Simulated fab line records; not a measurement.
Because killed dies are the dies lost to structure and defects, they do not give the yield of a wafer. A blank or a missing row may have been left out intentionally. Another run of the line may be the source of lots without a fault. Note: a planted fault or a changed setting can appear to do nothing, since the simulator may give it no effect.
Matching of chambers -- flow nandHarc -- 4 sister chambers for NHARC_P_STI_ETCH_42 on rieDiel-04
The step etches the open film in N2/H2, target depth 80 nm, overetch 24 nm, time 61 s. 20 wafers are shown with their chamber, then 10 later ones without.

## WAFERS PAIRED WITH THEIR CHAMBERS
wafer,chamber,drypumpMotorCurrentA (A),rfVppV (V),oesProductAu (a.u.)
L076.1,1,6.3,432.3,1.001
L076.2,3,5.5,429.2,1.009
L076.4,2,5.8,433.3,1.021
L079.1,3,5.5,429.3,0.991
L079.2,2,5.8,433.1,1.005
L079.4,0,5.2,427.7,0.993
L080.1,2,5.8,433.5,1.013
L080.2,1,6.3,431.3,1.001
L080.4,3,5.4,431.0,0.999
L081.3,0,5.2,426.7,1.004
L081.4,1,6.3,432.0,0.998
L081.6,2,5.8,434.3,1.014
L083.4,1,6.3,431.4,0.990
L083.5,2,5.8,433.4,1.010
L083.6,1,6.3,432.2,0.992
L086.2,0,5.2,426.1,1.001
L086.3,1,6.4,431.5,0.982
L086.5,0,5.2,427.4,1.007
L089.2,0,5.2,427.9,1.001
L089.3,3,5.5,429.9,1.010

SIGNATURES, as means of the wafers listed above
reading,chamber 0,chamber 1,chamber 2,chamber 3,scatter within a chamber
drypumpMotorCurrentA,5.200,6.317,5.800,5.475,0.0315
rfVppV,427.160,431.783,433.520,429.850,0.616
oesProductAu,1.00120,0.99400,1.01260,1.00225,0.00692
Rule: for each reading, subtract the chamber's mean from the wafer's reading, divide by that reading's scatter and square the result; add these up over the readings and take the root, which gives the wafer's distance from the chamber. The wafer belongs to the nearest chamber; if the next one is less than 2 further off, it can't be placed. The scatter is the square root of a quotient: the sum, over the shown wafers, of each reading's squared deviation from its chamber's mean, divided by wafers minus chambers.

## WAFERS WITHOUT THEIR CHAMBER
wafer,drypumpMotorCurrentA (A),rfVppV (V),oesProductAu (a.u.)
L089.5,5.2,427.7,1.001
L092.1,5.5,431.8,1.013
L092.5,6.3,430.9,1.004
L092.6,5.2,426.6,1.003
L094.3,5.8,433.4,1.010
L094.4,5.5,430.6,1.012
L094.5,5.8,433.8,0.992
L096.1,5.8,433.0,1.003
L096.2,5.4,431.2,1.005
L096.3,6.3,431.0,0.995

## THE CHAMBER EACH PASSED THROUGH
wafer,from the rows above,in truth
L089.5,0,0
L092.1,3,3
L092.5,1,1
L092.6,0,0
L094.3,2,2
L094.4,3,3
L094.5,2,2
L096.1,2,2
L096.2,3,3
L096.3,1,1
Placed correctly: 10 of 10. Left unplaced by these rows: 0. Placed wrongly: 0.
